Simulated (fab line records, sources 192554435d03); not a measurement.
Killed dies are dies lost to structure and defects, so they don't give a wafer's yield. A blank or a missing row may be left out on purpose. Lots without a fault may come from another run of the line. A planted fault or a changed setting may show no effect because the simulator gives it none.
Chamber matching | flow n5_finfet | N5_MOL_CONTACT_COAG_DESCUM_88 on rie_diel-01: 4 sister chambers
The step chemistry O2, time 7 s. 8 wafers are shown with their chamber, then 8 later ones without.

WAFERS WITH THEIR CHAMBER
wafer  | chamber | showerhead_plenum_p_Torr (Torr) | throttle_valve_pct (%)
L078.2 | 0       | 1.96                            | 20.58
L082.1 | 3       | 2.11                            | 20.72
L083.3 | 3       | 2.11                            | 20.73
L083.4 | 0       | 1.96                            | 20.60
L084.1 | 2       | 2.09                            | 19.91
L084.4 | 1       | 2.23                            | 20.62
L084.6 | 2       | 2.09                            | 19.91
L086.3 | 1       | 2.22                            | 20.63

WAFERS WITHOUT THEIR CHAMBER
wafer  | showerhead_plenum_p_Torr (Torr) | throttle_valve_pct (%)
L086.4 | 2.11                            | 20.72
L086.6 | 1.95                            | 20.61
L093.2 | 2.22                            | 20.66
L093.4 | 2.21                            | 20.10
L093.6 | 2.09                            | 19.95
L094.2 | 2.22                            | 20.65
L094.3 | 2.10                            | 20.76
L094.5 | 2.09                            | 19.94

WHICH CHAMBER EACH WENT THROUGH
wafer  | from the rows above | in truth
L086.4 | 3                   | 3
L086.6 | 0                   | 0
L093.2 | 1                   | 1
L093.4 | 2                   | 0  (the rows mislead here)
L093.6 | 2                   | 2
L094.2 | 1                   | 1
L094.3 | 3                   | 3
L094.5 | 2                   | 2
Placed correctly: 7 of 8. Can't be placed from these rows: 0. Placed wrongly: 1.
How it was worked out, from the rows above alone: a wafer's distance from a chamber is the root of the sum, over the readings, of the square of ((its reading less the chamber's mean) divided by the reading's scatter). The wafer belongs to the nearest chamber; if the next one is less than 2 further off, it can't be placed. A chamber's mean is the mean of its shown wafers. The scatter: the root of (the sum of the squares of (reading less its chamber's mean) over the shown wafers, divided by (wafers less chambers)).
